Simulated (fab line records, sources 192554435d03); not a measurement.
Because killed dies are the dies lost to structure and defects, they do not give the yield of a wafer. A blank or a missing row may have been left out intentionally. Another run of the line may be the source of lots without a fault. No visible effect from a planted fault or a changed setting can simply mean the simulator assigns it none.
Matching of chambers ; flow n5-finfet ; 4 sister chambers for N5_BEOL_M13_DESCUM_15 on rie-diel-01
The step chemistry O2, time 7.9 s. 8 wafers are shown with their chamber, then 7 later ones without.

WAFERS, EACH WITH ITS CHAMBER
wafer;chamber;showerhead-plenum-p-Torr (Torr);throttle-valve-pct (%)
L300.5;1;2.06;21.01
L307.3;0;2.06;20.89
L307.4;3;2.06;20.07
L312.1;3;2.05;20.09
L312.3;2;2.11;20.59
L312.6;2;2.11;20.58
L313.1;1;2.05;20.63
L313.2;0;2.05;20.41

WAFERS WHOSE CHAMBER IS MISSING
wafer;showerhead-plenum-p-Torr (Torr);throttle-valve-pct (%)
L313.4;2.05;20.12
L317.2;2.05;20.11
L317.5;2.05;20.64
L317.6;2.05;20.42
L319.1;2.05;20.12
L319.2;2.10;20.62
L319.6;2.05;20.67

CHAMBER TAKEN BY EACH
wafer;from the rows above;in truth
L313.4;can't be placed: 3 or 0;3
L317.2;can't be placed: 3 or 0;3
L317.5;can't be placed: 0 or 1 or 3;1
L317.6;can't be placed: 0 or 3 or 1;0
L319.1;can't be placed: 3 or 0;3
L319.2;2;2
L319.6;can't be placed: 0 or 1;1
Correct placement for 1 of the 7. These rows do not allow placing 6 (true chamber among the candidates in 6). 0 placed wrongly.
How it was worked out, from the rows above alone: a wafer's distance from a chamber is the root of the sum, over the readings, of the square of ((its reading less the chamber's mean) divided by the reading's scatter). The wafer belongs to the nearest chamber; if the next one is less than 2 further off, it can't be placed. Each chamber's mean is taken over the wafers shown for it. The scatter: take each reading less its chamber's mean, square it, sum over the shown wafers, divide by the number of wafers less the number of chambers, and take the root.
